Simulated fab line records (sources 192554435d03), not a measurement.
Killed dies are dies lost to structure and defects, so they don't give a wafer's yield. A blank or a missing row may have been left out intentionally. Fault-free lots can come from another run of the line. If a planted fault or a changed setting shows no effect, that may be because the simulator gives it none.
fab line records	flow n5Finfet
[record] lots = 24	wafers = 72	lastDay = 19
route steps=1938 shown BEOL_M1@786
lots that met no fault: taken from a fault-free run of the same line
startH: start of the lot's first displayed wafer, in hours after the record's first day	waitH: hours from the lot's prior step to this one	" as in the row above	L1.1+2: several wafers, shown together as one row	- no value, or no start given	* or withheld: withheld	< > ~ a bound
route shown NAME@n: a module of which the file shows steps, and the number in the route of the first	usual: mean and standard deviation over wafers with no fault	same: alike in all rows	chamber/n: place in a boat	sites: readings site by site	_std_site: their standard deviation	_edge_site: mean of outer sites minus mean of inner sites	radiusMm: how far each site lies from the wafer's centre	mask NAME#n: copy n	behind: the tool/chamber that last shaped the wafer	hold: reason for holding the lot/hours on hold/outcome of the hold	device: the transistor (n, p or np) that didn't switch	end of line: at the end of the route, the tests of the same wafers	a step given without rows: its recipe and nothing more	killed: not the wafer's yield, but the dies lost to structure and defects at the first sort	map: a wafer's dies, marking killed ones x, the rest . and places with no die _
set.NAME: the run value of the setting; set.NAME@STEP: its run value at that earlier step	model.NAME: the simulator's own value behind a step, which no gauge read
one table for each step of the route and one row for each wafer, over a sample of lots
services: from which hour (startH, from the record's first day; less than 0 if before it) a tool's chamber was out of use, for how many hours, and why
[[steps]]
[step N5_BEOL_M1_CD_MEAS_28]
[recipe] landingEnergyEv = 500	detector = seInlens	targetCdYNm = 23.3
[usual] cdNm = 23.98/0.23
lot.wafer	tool	chamber	startH	waitH	cdNm
L074.1	cdSem-03	0	132.48	-	23.96
L074.4	"	0	"	"	23.73
L074.6	"	0	"	"	24.09
L075.2	cdSem-02	0	135.77	-	24.38
L075.4	"	0	"	"	24.13
L075.5	"	0	"	"	24.01
L077.1	cdSem-02	0	137.19	-	23.89
L077.2	"	0	"	"	24.09
L077.4	"	0	"	"	24.28
L078.1	cdSem-03	0	147.52	-	24.05
L078.2	"	0	"	"	23.82
L078.4	"	0	"	"	24.01
L079.1	cdSem-01	0	153.97	-	23.79
L079.4	"	0	"	"	23.74
L079.6	"	0	"	"	24.49
L080.2	cdSem-02	0	156.94	-	23.87
L080.3	"	0	"	"	23.97
L080.4	"	0	"	"	24.17
L081.3	cdSem-01	0	163.19	-	23.77
L081.4	"	0	"	"	23.83
L081.6	"	0	"	"	23.98
L082.3	cdSem-03	0	171.70	-	24.05
L082.4	"	0	"	"	24.10
L082.6	"	0	"	"	23.95
L083.2	cdSem-01	0	174.68	-	24.06
L083.5	"	0	"	"	23.98
L083.6	"	0	"	"	24.69
L084.1	cdSem-01	0	183.82	-	23.83
L084.3	"	0	"	"	24.39
L084.5	"	0	"	"	24.06
L085.2	cdSem-03	0	190.42	-	24.22
L085.4	"	0	"	"	24.25
L085.6	"	0	"	"	24.17
L086.1	cdSem-03	0	192.71	-	24.06
L086.2	"	0	"	"	23.98
L086.3	"	0	"	"	23.74
L087.1	cdSem-01	0	197.59	-	24.00
L087.2	"	0	"	"	23.86
L087.5	"	0	"	"	24.16
L088.1	cdSem-03	0	203.19	-	24.15
L088.4	"	0	"	"	24.02
L088.5	"	0	"	"	23.77
L089.1	cdSem-02	0	208.35	-	23.91
L089.4	"	0	"	"	23.92
L089.6	"	0	"	"	23.55
L090.1	cdSem-03	0	217.46	-	23.54
L090.5	"	0	"	"	23.86
L090.6	"	0	"	"	24.24
L091.1	cdSem-03	0	221.61	-	23.92
L091.2	"	0	"	"	23.70
L091.4	"	0	"	"	24.34
L092.2	cdSem-01	0	228.51	-	24.27
L092.4	"	0	"	"	24.21
L092.5	"	0	"	"	23.77
L093.2	cdSem-01	0	239.05	-	23.78
L093.4	"	0	"	"	23.78
L093.6	"	0	"	"	23.95
L076.2	cdSem-03	0	245.48	-	24.02
L076.3	"	0	"	"	23.49
L076.5	"	0	"	"	24.01
L094.4	cdSem-01	0	249.67	-	24.09
L094.5	"	0	"	"	23.86
L094.6	"	0	"	"	23.84
L095.1	cdSem-03	0	258.06	-	24.00
L095.3	"	0	"	"	23.76
L095.6	"	0	"	"	24.06
L097.1	cdSem-02	0	271.51	-	23.63
L097.3	"	0	"	"	24.27
L097.6	"	0	"	"	23.99
L096.1	cdSem-01	0	271.69	-	24.13
L096.3	"	0	"	"	23.89
L096.4	"	0	"	"	23.99
[step N5_BEOL_M1_ALD_98]
[recipe] material = SiO2	targetThkA = 25	tempC = 100	aldPrecursorFamily = BDEAS	aldCoReactant = O2-plasma	pulseTimeS = 1	coReactantPulseTimeS = 1	purgeTimeS = 2	coReactantPurgeTimeS = 2	aldCycles = 17	pressureTorr = 2
[usual] heaterPowerW = 78/5.1	precursorPulseHeightRel = 0.997/0.019
[same] pulseTimeS = 1
lot.wafer	tool	chamber	startH	waitH	heaterPowerW	precursorPulseHeightRel
L074.1	aldSin-01	3	132.73	0.1	74	0.998
L074.4	"	2	"	"	68	1.019
L074.6	"	0	"	"	75	0.969
L075.2	aldSin-01	3	136.02	0.1	73	1.026
L075.4	"	0	"	"	74	0.986
L075.5	"	3	"	"	74	0.966
L077.1	aldSin-04	2	137.45	0.1	79	1.031
L077.2	"	3	"	"	82	0.976
L077.4	"	0	"	"	85	0.986
L078.1	aldSin-04	0	148.09	0.4	87	0.989
L078.2	"	1	"	"	82	1.018
L078.4	"	3	"	"	83	0.999
L079.1	aldSin-04	0	154.26	0.1	85	1.005
L079.4	"	2	"	"	79	1.017
L079.6	"	1	"	"	79	1.034
L080.2	aldSin-03	0	157.65	0.5	78	0.994
L080.3	"	3	"	"	84	1.007
L080.4	"	2	"	"	72	0.981
L081.3	aldSin-04	1	163.51	0.1	78	1.024
L081.4	"	3	"	"	84	0.980
L081.6	"	2	"	"	79	1.006
L082.3	aldSin-01	2	172.21	0.1	67	0.964
L082.4	"	1	"	"	81	1.014
L082.6	"	0	"	"	74	0.979
L083.2	aldSin-03	1	174.93	0.1	77	1.011
L083.5	"	2	"	"	69	1.015
L083.6	"	1	"	"	76	1.014
L084.1	aldSin-04	0	184.26	0.2	86	1.027
L084.3	"	3	"	"	81	0.986
L084.5	"	0	"	"	86	0.991
L085.2	aldSin-04	2	190.68	0.1	78	0.991
L085.4	"	1	"	"	80	0.999
L085.6	"	1	"	"	80	0.991
L086.1	aldSin-03	1	193.13	0.1	75	1.006
L086.2	"	2	"	"	69	0.966
L086.3	"	3	"	"	80	0.996
L087.1	aldSin-04	2	198.45	0.6	78	0.991
L087.2	"	0	"	"	85	1.041
L087.5	"	0	"	"	88	1.006
L088.1	aldSin-04	0	204.35	0.5	87	1.006
L088.4	"	1	"	"	80	1.006
L088.5	"	3	"	"	82	1.008
L089.1	aldSin-01	0	208.85	0.3	75	1.022
L089.4	"	2	"	"	69	1.020
L089.6	"	0	"	"	74	0.978
L090.1	aldSin-03	0	217.72	0.1	78	1.002
L090.5	"	3	"	"	81	0.993
L090.6	"	0	"	"	75	0.967
L091.1	aldSin-03	1	222.51	0.7	74	1.005
L091.2	"	2	"	"	68	0.967
L091.4	"	3	"	"	80	0.985
L092.2	aldSin-04	2	228.77	0.1	81	1.004
L092.4	"	3	"	"	83	1.033
L092.5	"	2	"	"	78	1.007
L093.2	aldSin-01	3	239.30	0.1	77	0.995
L093.4	"	0	"	"	74	1.004
L093.6	"	1	"	"	83	1.009
L076.2	aldSin-01	3	245.81	0.1	75	1.002
L076.3	"	1	"	"	83	0.998
L076.5	"	0	"	"	75	0.997
L094.4	aldSin-01	2	250.13	0.2	66	0.970
L094.5	"	2	"	"	68	0.992
L094.6	"	3	"	"	76	1.026
L095.1	aldSin-01	3	258.32	0.1	73	0.966
L095.3	"	0	"	"	75	1.022
L095.6	"	2	"	"	67	0.999
L097.1	aldSin-03	2	271.77	0.1	70	1.006
L097.3	"	1	"	"	72	1.004
L097.6	"	2	"	"	70	1.019
L096.1	aldSin-03	2	271.95	0.1	69	1.005
L096.3	"	3	"	"	82	0.978
L096.4	"	0	"	"	79	0.956
[step N5_BEOL_M1_ETCHBACK_99]
[recipe] chemistry = CHF3	target = SiO2	targetDepthA = 50	timeS = 10.4	sourceW = 215	biasW = 47	Ar_flow_sccm = 200	CHF3_flow_sccm = 12	ionEnergyEv = 100	pressureMtorr = 30
[usual] CHF3_flow_sccm = 12.00/0.036	drypumpMotorCurrentA = 5.5/0.39	oesProductAu = 0.79/0.088	rfVppV = 243/6.1	showerheadPlenumPTorr = 2.18/0.078	throttleValvePct = 17.19/0.14
lot.wafer	tool	chamber	startH	waitH	CHF3_flow_sccm	drypumpMotorCurrentA	oesProductAu	rfHoursCounterH	rfVppV	showerheadPlenumPTorr	throttleValvePct
L074.1	rieDiel-05	1	133.81	1.0	12.02	6.2	0.83	68	244	2.17	17.06
L074.4	"	0	"	"	11.97	5.0	0.68	235	247	2.22	17.64
L074.6	"	3	"	"	12.00	5.4	0.76	-	243	2.09	17.15
L075.2	rieDiel-02	0	137.57	1.5	12.02	5.5	0.79	94	238	2.19	17.20
L075.4	"	3	"	"	12.01	5.8	0.99	1	238	2.32	16.99
L075.5	"	3	"	"	11.97	5.8	0.98	-	238	2.32	16.99
L077.1	rieDiel-02	2	140.45	3.0	12.08	5.7	0.76	144	253	2.25	17.12
L077.2	"	3	"	"	12.03	5.7	0.99	3	238	2.32	17.00
L077.4	"	1	"	"	12.02	6.1	0.89	35	243	2.20	17.35
L078.1	rieDiel-04	3	149.09	1.0	11.97	5.4	0.68	219	245	2.12	17.35
L078.2	"	0	"	"	12.00	5.5	0.74	181	248	2.24	16.93
L078.4	"	0	"	"	12.00	5.5	0.74	-	248	2.24	16.94
L079.1	rieDiel-05	3	156.25	1.9	11.93	5.4	0.76	165	243	2.08	17.17
L079.4	"	1	"	"	12.08	6.2	0.82	76	242	2.17	17.07
L079.6	"	3	"	"	11.99	5.4	0.75	-	242	2.08	17.18
L080.2	rieDiel-02	3	161.45	3.7	12.01	5.7	0.95	9	238	2.32	17.01
L080.3	"	0	"	"	12.00	5.5	0.79	102	238	2.19	17.22
L080.4	"	1	"	"	11.92	6.0	0.89	41	240	2.20	17.36
L081.3	rieDiel-04	2	164.43	0.9	11.98	4.9	0.95	3	248	2.22	17.16
L081.4	"	3	"	"	11.97	5.4	0.68	223	244	2.11	17.37
L081.6	"	0	"	"	11.96	5.5	0.74	-	249	2.24	16.94
L082.3	rieDiel-05	3	174.89	2.6	11.97	5.4	0.75	169	242	2.08	17.19
L082.4	"	0	"	"	11.99	4.9	0.67	247	248	2.22	17.66
L082.6	"	3	"	"	12.03	5.4	0.75	-	243	2.08	17.18
L083.2	rieDiel-05	3	181.09	6.1	11.99	5.4	0.74	172	241	2.08	17.19
L083.5	"	1	"	"	11.99	6.2	0.81	-	244	2.17	17.09
L083.6	"	2	"	"	12.00	5.7	0.75	-	231	2.04	17.18
L084.1	rieDiel-04	2	184.47	0.2	12.06	5.0	0.93	8	247	2.21	17.16
L084.3	"	0	"	"	11.96	5.5	0.73	192	249	2.24	16.95
L084.5	"	1	"	"	11.99	5.0	0.73	-	247	2.24	17.15
L085.2	rieDiel-05	2	192.66	1.9	12.05	5.6	0.74	156	229	2.04	17.19
L085.4	"	1	"	"	11.98	6.2	0.80	-	243	2.17	17.11
L085.6	"	2	"	"	12.05	5.7	0.74	-	229	2.04	17.19
L086.1	rieDiel-02	0	197.43	4.2	12.00	5.6	0.78	113	239	2.18	17.25
L086.2	"	2	"	"	11.97	5.7	0.74	160	251	2.24	17.12
L086.3	"	1	"	"	11.98	6.1	0.88	52	242	2.20	17.38
L087.1	rieDiel-04	0	202.49	4.0	12.07	5.5	0.74	197	249	2.24	16.98
L087.2	"	2	"	"	12.03	5.0	0.92	13	248	2.21	17.17
L087.5	"	1	"	"	11.96	5.0	0.74	-	246	2.24	17.16
L089.1	rieDiel-02	3	210.44	1.5	11.89	5.7	0.91	21	238	2.31	17.03
L089.4	"	2	"	"	11.97	5.7	0.75	161	254	2.24	17.12
L089.6	"	0	"	"	11.99	5.5	0.77	-	238	2.18	17.26
L088.1	rieDiel-04	3	210.46	6.1	12.01	5.4	0.67	237	243	2.11	17.38
L088.4	"	0	"	"	12.05	5.5	0.72	200	249	2.24	16.99
L088.5	"	0	"	"	12.06	5.4	0.73	-	249	2.24	16.96
L090.1	rieDiel-05	3	219.40	1.6	12.00	5.3	0.74	188	242	2.08	17.22
L090.5	"	3	"	"	12.06	5.4	0.74	-	242	2.08	17.21
L090.6	"	0	"	"	12.02	5.0	0.98	-	247	2.21	17.27
L091.1	rieDiel-05	1	223.54	1.0	11.95	6.1	0.79	99	244	2.16	17.13
L091.2	"	3	"	"	12.01	5.4	0.73	190	242	2.08	17.22
L091.4	"	0	"	"	11.99	5.0	0.96	6	246	2.21	17.27
L092.2	rieDiel-04	0	230.51	1.7	12.02	5.4	0.72	208	248	2.23	16.97
L092.4	"	2	"	"	11.99	5.0	0.90	-	246	2.21	17.18
L092.5	"	3	"	"	11.98	5.4	0.66	-	246	2.11	17.41
L093.2	rieDiel-05	3	240.74	1.4	12.04	5.3	0.73	195	242	2.07	17.23
L093.4	"	0	"	"	11.98	4.9	0.94	11	247	2.21	17.27
L093.6	"	3	"	"	11.96	5.4	0.73	-	243	2.07	17.23
L076.2	rieDiel-04	1	247.78	1.9	12.03	5.0	0.72	159	245	2.24	17.17
L076.3	"	0	"	"	11.96	5.5	0.73	213	250	2.23	17.01
L076.5	"	2	"	"	12.07	5.0	0.89	-	247	2.21	17.20
L094.4	rieDiel-05	0	250.95	0.8	11.96	4.9	0.93	14	247	2.21	17.27
L094.5	"	0	"	"	11.96	5.0	0.93	-	247	2.21	17.28
L094.6	"	1	"	"	12.05	6.2	0.79	-	243	2.16	17.12
L095.1	rieDiel-05	0	269.78	11.4	11.97	5.0	0.92	19	247	2.21	17.28
L095.3	"	2	"	"	11.98	5.6	0.72	182	229	2.03	17.24
L095.6	"	1	"	"	12.04	6.2	0.79	-	243	2.16	17.14
L097.1	rieDiel-02	3	273.95	2.1	12.01	5.7	0.87	38	238	2.30	17.06
L097.3	"	1	"	"	11.97	6.1	0.85	69	240	2.19	17.40
L097.6	"	2	"	"	11.89	5.7	0.73	-	252	2.23	17.16
L096.1	rieDiel-05	1	273.96	2.0	12.02	6.2	0.78	111	242	2.16	17.15
L096.3	"	2	"	"	12.02	5.7	0.72	184	229	2.03	17.23
L096.4	"	1	"	"	11.97	6.2	0.78	-	242	2.16	17.14
[step N5_BEOL_M1_TRENCH_ETCH_37]
[recipe] chemistry = C4F6/O2	targetDepthA = 552.07	target = SiOC	timeS = 29	ionEnergyEv = 250	pressureMtorr = 30	sourceW = 355	biasW = 185	Ar_flow_sccm = 300	C4F6_flow_sccm = 10	O2_flow_sccm = 10
[usual] drypumpMotorCurrentA = 5.5/0.4	oesProductAu = 0.79/0.088	rfVppV = 671/16	showerheadPlenumPTorr = 2.88/0.1	throttleValvePct = 21.00/0.16
lot.wafer	tool	chamber	startH	waitH	drypumpMotorCurrentA	oesProductAu	rfHoursCounterH	rfVppV	showerheadPlenumPTorr	throttleValvePct
L074.1	rieDiel-05	1	-	-	6.2	0.82	68	671	2.87	20.88
L074.4	"	0	"	"	5.0	0.67	235	683	2.94	21.45
L074.6	"	3	"	"	5.3	0.76	-	670	2.76	20.98
L075.2	rieDiel-02	0	-	-	5.6	0.80	94	661	2.89	21.06
L075.4	"	3	"	"	5.7	0.98	1	657	3.06	20.85
L075.5	"	3	"	"	5.7	0.99	-	657	3.06	20.83
L077.1	rieDiel-02	2	-	-	5.8	0.77	144	696	2.97	20.87
L077.2	"	3	"	"	5.7	0.97	3	657	3.06	20.85
L077.4	"	1	"	"	6.1	0.90	36	667	2.91	21.23
L078.1	rieDiel-04	3	-	-	5.4	0.68	219	679	2.80	21.08
L078.2	"	0	"	"	5.4	0.74	181	687	2.96	20.69
L078.4	"	0	"	"	5.5	0.74	-	687	2.96	20.67
L079.1	rieDiel-05	3	-	-	5.4	0.75	166	670	2.76	20.97
L079.4	"	1	"	"	6.2	0.82	76	671	2.87	20.90
L079.6	"	3	"	"	5.4	0.75	-	668	2.76	20.98
L080.2	rieDiel-02	3	-	-	5.7	0.94	9	658	3.05	20.87
L080.3	"	0	"	"	5.6	0.79	102	660	2.89	21.07
L080.4	"	1	"	"	6.0	0.89	41	667	2.91	21.23
L081.3	rieDiel-04	2	-	-	5.0	0.96	3	684	2.93	21.02
L081.4	"	3	"	"	5.4	0.69	223	677	2.80	21.09
L081.6	"	0	"	"	5.5	0.74	-	688	2.96	20.70
L082.3	rieDiel-05	3	-	-	5.4	0.75	170	669	2.76	20.97
L082.4	"	0	"	"	4.9	0.67	248	683	2.93	21.47
L082.6	"	3	"	"	5.3	0.74	-	668	2.76	20.96
L083.2	rieDiel-05	3	-	-	5.3	0.75	172	669	2.76	21.00
L083.5	"	1	"	"	6.2	0.81	-	673	2.87	20.91
L083.6	"	2	"	"	5.6	0.75	-	636	2.71	20.92
L084.1	rieDiel-04	2	-	-	5.0	0.93	9	683	2.92	21.02
L084.3	"	0	"	"	5.5	0.73	192	688	2.96	20.71
L084.5	"	1	"	"	5.0	0.74	-	680	2.96	20.95
L085.2	rieDiel-05	2	-	-	5.7	0.75	157	634	2.70	20.94
L085.4	"	1	"	"	6.2	0.81	-	671	2.87	20.94
L085.6	"	2	"	"	5.7	0.74	-	635	2.70	20.95
L086.1	rieDiel-02	0	-	-	5.6	0.78	113	659	2.89	21.08
L086.2	"	2	"	"	5.7	0.75	160	695	2.96	20.92
L086.3	"	1	"	"	6.1	0.87	52	667	2.90	21.25
L087.1	rieDiel-04	0	-	-	5.5	0.73	197	686	2.95	20.70
L087.2	"	2	"	"	5.0	0.92	13	682	2.92	21.05
L087.5	"	1	"	"	5.0	0.74	-	681	2.96	20.92
L089.1	rieDiel-02	3	-	-	5.7	0.91	21	657	3.05	20.87
L089.4	"	2	"	"	5.7	0.75	162	697	2.96	20.89
L089.6	"	0	"	"	5.5	0.77	-	658	2.89	21.08
L088.1	rieDiel-04	3	-	-	5.4	0.67	237	675	2.79	21.10
L088.4	"	0	"	"	5.5	0.73	200	687	2.95	20.72
L088.5	"	0	"	"	5.5	0.73	-	686	2.95	20.72
L090.1	rieDiel-05	3	-	-	5.3	0.73	188	668	2.75	21.02
L090.5	"	3	"	"	5.4	0.73	-	669	2.75	21.00
L090.6	"	0	"	"	5.0	0.97	-	683	2.93	21.18
L091.1	rieDiel-05	1	-	-	6.2	0.80	99	671	2.86	20.93
L091.2	"	3	"	"	5.4	0.74	190	670	2.75	21.01
L091.4	"	0	"	"	5.0	0.96	6	682	2.93	21.18
L092.2	rieDiel-04	0	-	-	5.5	0.72	208	686	2.95	20.73
L092.4	"	2	"	"	5.0	0.90	-	682	2.92	21.06
L092.5	"	3	"	"	5.4	0.67	-	676	2.79	21.12
L093.2	rieDiel-05	3	-	-	5.3	0.74	195	669	2.75	21.02
L093.4	"	0	"	"	5.0	0.94	11	683	2.92	21.16
L093.6	"	3	"	"	5.3	0.73	-	670	2.75	21.03
L076.2	rieDiel-04	1	-	-	5.0	0.72	160	681	2.96	20.96
L076.3	"	0	"	"	5.4	0.73	213	687	2.95	20.74
L076.5	"	2	"	"	4.9	0.88	-	684	2.92	21.07
L094.4	rieDiel-05	0	-	-	5.0	0.93	14	681	2.92	21.18
L094.5	"	0	"	"	4.9	0.94	-	684	2.92	21.16
L094.6	"	1	"	"	6.2	0.80	-	671	2.86	20.95
L095.1	rieDiel-05	0	-	-	5.0	0.91	19	681	2.92	21.19
L095.3	"	2	"	"	5.6	0.72	182	635	2.69	20.96
L095.6	"	1	"	"	6.2	0.78	-	671	2.86	20.94
L097.1	rieDiel-02	3	-	-	5.7	0.88	38	654	3.04	20.92
L097.3	"	1	"	"	6.0	0.85	69	667	2.89	21.27
L097.6	"	2	"	"	5.7	0.73	-	695	2.95	20.93
L096.1	rieDiel-05	1	-	-	6.1	0.78	112	672	2.85	20.95
L096.3	"	2	"	"	5.7	0.72	184	635	2.69	20.97
L096.4	"	1	"	"	6.2	0.79	-	671	2.85	20.94
[step N5_BEOL_M1_ETCH_41]
[recipe] chemistry = CH3F/O2	target = SiCN	targetDepthA = 319	taperDeg = 2	timeS = 57.8	ionEnergyEv = 120	maskMaterial = TiN	pressureMtorr = 30	sourceW = 395	biasW = 75	Ar_flow_sccm = 150	CH3F_flow_sccm = 30	O2_flow_sccm = 20
[usual] drypumpMotorCurrentA = 5.5/0.39	oesProductAu = 0.79/0.089	rfVppV = 297.6/1.6	showerheadPlenumPTorr = 2.02/0.072	throttleValvePct = 16.44/0.14
lot.wafer	tool	chamber	startH	waitH	drypumpMotorCurrentA	oesProductAu	rfHoursCounterH	rfVppV	showerheadPlenumPTorr	throttleValvePct
L074.1	rieDiel-05	1	-	-	6.1	0.82	68	296.6	2.02	16.32
L074.4	"	0	"	"	4.9	0.67	235	299.7	2.06	16.90
L074.6	"	3	"	"	5.4	0.76	-	295.1	1.94	16.40
L075.2	rieDiel-02	0	-	-	5.6	0.79	94	296.6	2.03	16.45
L075.4	"	3	"	"	5.7	0.98	1	299.7	2.15	16.23
L075.5	"	3	"	"	5.7	0.98	-	300.1	2.15	16.22
L077.1	rieDiel-02	2	-	-	5.8	0.77	144	297.8	2.09	16.33
L077.2	"	3	"	"	5.7	0.97	3	299.1	2.15	16.22
L077.4	"	1	"	"	6.0	0.90	36	297.9	2.04	16.58
L078.1	rieDiel-04	3	-	-	5.3	0.68	219	295.2	1.97	16.61
L078.2	"	0	"	"	5.4	0.74	181	297.2	2.08	16.19
L078.4	"	0	"	"	5.4	0.74	-	299.6	2.08	16.18
L079.1	rieDiel-05	3	-	-	5.4	0.75	166	298.3	1.93	16.39
L079.4	"	1	"	"	6.2	0.81	76	297.7	2.02	16.34
L079.6	"	3	"	"	5.4	0.75	-	296.7	1.93	16.41
L080.2	rieDiel-02	3	-	-	5.7	0.95	9	300.2	2.15	16.23
L080.3	"	0	"	"	5.6	0.79	102	298.0	2.03	16.46
L080.4	"	1	"	"	6.0	0.89	41	297.9	2.04	16.60
L081.3	rieDiel-04	2	-	-	4.9	0.96	3	297.9	2.06	16.37
L081.4	"	3	"	"	5.3	0.68	223	297.3	1.96	16.60
L081.6	"	0	"	"	5.4	0.74	-	298.0	2.08	16.19
L082.3	rieDiel-05	3	-	-	5.3	0.75	170	295.3	1.93	16.41
L082.4	"	0	"	"	5.0	0.66	248	297.6	2.06	16.92
L082.6	"	3	"	"	5.4	0.75	-	295.2	1.93	16.42
L083.2	rieDiel-05	3	-	-	5.3	0.75	172	295.6	1.93	16.42
L083.5	"	1	"	"	6.2	0.82	-	297.4	2.02	16.35
L083.6	"	2	"	"	5.7	0.74	-	295.5	1.90	16.43
L084.1	rieDiel-04	2	-	-	5.0	0.94	9	298.3	2.06	16.38
L084.3	"	0	"	"	5.5	0.74	192	298.7	2.08	16.21
L084.5	"	1	"	"	5.0	0.73	-	296.8	2.08	16.37
L085.2	rieDiel-05	2	-	-	5.7	0.74	157	296.3	1.90	16.46
L085.4	"	1	"	"	6.2	0.81	-	297.1	2.02	16.36
L085.6	"	2	"	"	5.7	0.75	-	297.2	1.90	16.46
L086.1	rieDiel-02	0	-	-	5.6	0.79	113	297.4	2.03	16.49
L086.2	"	2	"	"	5.7	0.75	160	298.3	2.08	16.36
L086.3	"	1	"	"	6.0	0.88	52	298.3	2.04	16.62
L087.1	rieDiel-04	0	-	-	5.4	0.74	197	298.9	2.08	16.22
L087.2	"	2	"	"	4.9	0.92	13	297.9	2.05	16.40
L087.5	"	1	"	"	5.0	0.73	-	299.7	2.08	16.41
L089.1	rieDiel-02	3	-	-	5.7	0.91	21	300.8	2.15	16.26
L089.4	"	2	"	"	5.7	0.76	162	298.2	2.08	16.35
L089.6	"	0	"	"	5.6	0.77	-	298.0	2.03	16.48
L088.1	rieDiel-04	3	-	-	5.4	0.66	237	297.8	1.96	16.65
L088.4	"	0	"	"	5.5	0.72	200	300.5	2.08	16.23
L088.5	"	0	"	"	5.4	0.72	-	298.0	2.08	16.22
L090.1	rieDiel-05	3	-	-	5.4	0.74	188	296.2	1.93	16.45
L090.5	"	3	"	"	5.3	0.74	-	295.7	1.93	16.45
L090.6	"	0	"	"	5.0	0.97	-	298.1	2.06	16.51
L091.1	rieDiel-05	1	-	-	6.1	0.80	99	297.4	2.01	16.38
L091.2	"	3	"	"	5.3	0.73	190	296.0	1.93	16.45
L091.4	"	0	"	"	4.9	0.97	6	296.2	2.06	16.49
L092.2	rieDiel-04	0	-	-	5.4	0.72	208	296.9	2.07	16.24
L092.4	"	2	"	"	5.0	0.90	-	297.6	2.05	16.42
L092.5	"	3	"	"	5.4	0.67	-	296.0	1.96	16.65
L093.2	rieDiel-05	3	-	-	5.4	0.73	195	296.0	1.92	16.46
L093.4	"	0	"	"	5.0	0.94	11	297.8	2.06	16.50
L093.6	"	3	"	"	5.4	0.74	-	295.0	1.92	16.48
L076.2	rieDiel-04	1	-	-	5.0	0.72	160	300.1	2.08	16.42
L076.3	"	0	"	"	5.4	0.72	213	299.8	2.07	16.24
L076.5	"	2	"	"	4.9	0.89	-	298.8	2.05	16.44
L094.4	rieDiel-05	0	-	-	5.0	0.93	14	297.7	2.05	16.51
L094.5	"	0	"	"	4.9	0.93	-	298.4	2.05	16.51
L094.6	"	1	"	"	6.2	0.79	-	298.8	2.01	16.40
L095.1	rieDiel-05	0	-	-	5.0	0.92	19	299.1	2.05	16.51
L095.3	"	2	"	"	5.7	0.73	182	295.5	1.89	16.51
L095.6	"	1	"	"	6.2	0.78	-	298.4	2.01	16.38
L097.1	rieDiel-02	3	-	-	5.7	0.88	38	300.4	2.14	16.29
L097.3	"	1	"	"	6.0	0.84	69	298.8	2.03	16.63
L097.6	"	2	"	"	5.7	0.74	-	299.6	2.07	16.41
L096.1	rieDiel-05	1	-	-	6.1	0.79	112	295.6	2.01	16.40
L096.3	"	2	"	"	5.6	0.72	184	294.7	1.89	16.50
L096.4	"	1	"	"	6.1	0.78	-	300.1	2.01	16.41
[step N5_BEOL_M1_SPUTTER_88]
[recipe] material = Cu	targetThkA = 45	tempC = -20	chamberPressurePa = 0.07	powerW = withheld	timeS = 8.29
[usual] throttleValvePct = 29.5/1.2
lot.wafer	tool	chamber	startH	waitH	throttleValvePct
L074.1	pvdSputter-02	-	136.57	0.1	31.5
L074.4	"	-	"	"	29.8
L074.6	"	-	"	"	29.8
L075.2	pvdSputter-01	-	139.86	0.1	28.3
L075.4	"	-	"	"	29.4
L075.5	"	-	"	"	28.5
L077.1	pvdSputter-02	-	142.75	0.1	29.7
L077.2	"	-	"	"	29.8
L077.4	"	-	"	"	29.4
L078.1	pvdSputter-01	-	151.96	0.1	28.2
L078.2	"	-	"	"	31.4
L078.4	"	-	"	"	29.5
L079.1	pvdSputter-02	-	158.50	0.1	29.7
L079.4	"	-	"	"	30.0
L079.6	"	-	"	"	29.4
L080.2	pvdSputter-01	-	163.76	0.1	31.6
L080.3	"	-	"	"	29.2
L080.4	"	-	"	"	31.6
L081.3	pvdSputter-02	-	166.62	0.1	31.5
L081.4	"	-	"	"	29.7
L081.6	"	-	"	"	29.9
L082.3	pvdSputter-02	-	178.18	0.1	29.5
L082.4	"	-	"	"	29.6
L082.6	"	-	"	"	31.3
L083.2	pvdSputter-02	-	183.40	0.1	29.8
L083.5	"	-	"	"	29.6
L083.6	"	-	"	"	29.9
L084.1	pvdSputter-03	-	188.21	0.1	29.0
L084.3	"	-	"	"	27.2
L084.5	"	-	"	"	28.2
L085.2	pvdSputter-03	-	195.02	0.1	28.3
L085.4	"	-	"	"	30.9
L085.6	"	-	"	"	29.0
L086.1	pvdSputter-01	-	201.56	0.1	28.2
L086.2	"	-	"	"	29.3
L086.3	"	-	"	"	29.1
L087.1	pvdSputter-03	-	205.09	0.1	29.0
L087.2	"	-	"	"	28.1
L087.5	"	-	"	"	27.4
L089.1	pvdSputter-01	-	212.76	0.1	28.2
L089.4	"	-	"	"	31.7
L089.6	"	-	"	"	28.1
L088.1	pvdSputter-03	-	212.84	0.1	30.9
L088.4	"	-	"	"	27.6
L088.5	"	-	"	"	27.7
L090.1	pvdSputter-03	-	221.89	0.1	27.2
L090.5	"	-	"	"	29.1
L090.6	"	-	"	"	30.8
L091.1	pvdSputter-01	-	226.09	0.1	29.1
L091.2	"	-	"	"	29.6
L091.4	"	-	"	"	28.1
L092.2	pvdSputter-02	-	233.51	0.1	29.7
L092.4	"	-	"	"	30.0
L092.5	"	-	"	"	29.7
L093.2	pvdSputter-01	-	243.13	0.1	31.5
L093.4	"	-	"	"	28.2
L093.6	"	-	"	"	29.1
L076.2	pvdSputter-02	-	250.27	0.1	31.2
L076.3	"	-	"	"	29.8
L076.5	"	-	"	"	29.3
L094.4	pvdSputter-02	-	255.18	0.1	29.9
L094.5	"	-	"	"	30.1
L094.6	"	-	"	"	29.7
L095.1	pvdSputter-03	-	272.33	0.1	27.2
L095.3	"	-	"	"	31.0
L095.6	"	-	"	"	29.1
L097.1	pvdSputter-02	-	276.15	0.1	29.2
L097.3	"	-	"	"	29.8
L097.6	"	-	"	"	31.5
L096.1	pvdSputter-03	-	277.90	0.1	27.4
L096.3	"	-	"	"	28.7
L096.4	"	-	"	"	30.4
[[services]]
tool	chamber	startH	hours	kind
pvdSputter-01	-	112.84	13.6	repair
aldSin-03	1	114.06	7.8	repair
rieDiel-05	2	128.71	1.6	repair
pvdSputter-01	-	136.42	1.1	repair
rieDiel-05	-	139.60	0.4	repair
pvdSputter-03	-	159.89	2.5	repair
aldSin-03	-	162.30	6.1	pm
aldSin-03	-	177.94	14.0	pm
rieDiel-02	-	180.09	1.3	repair
aldSin-01	1	184.53	5.7	repair
aldSin-03	-	207.83	6.0	pm
rieDiel-05	1	213.02	4.7	repair
rieDiel-04	1	214.95	6.7	repair
rieDiel-04	1	222.61	13.5	repair
aldSin-03	0	225.83	2.4	repair
aldSin-03	0	229.60	4.2	repair
rieDiel-05	1	230.47	5.5	repair
rieDiel-02	1	230.65	2.4	repair
aldSin-04	1	236.14	5.3	repair
aldSin-03	0	243.70	4.6	repair
aldSin-03	2	246.32	3.0	repair
aldSin-04	0	261.81	14.1	repair
rieDiel-05	3	263.47	13.5	repair
aldSin-04	-	268.25	14.0	pm
[[key]]
fault none
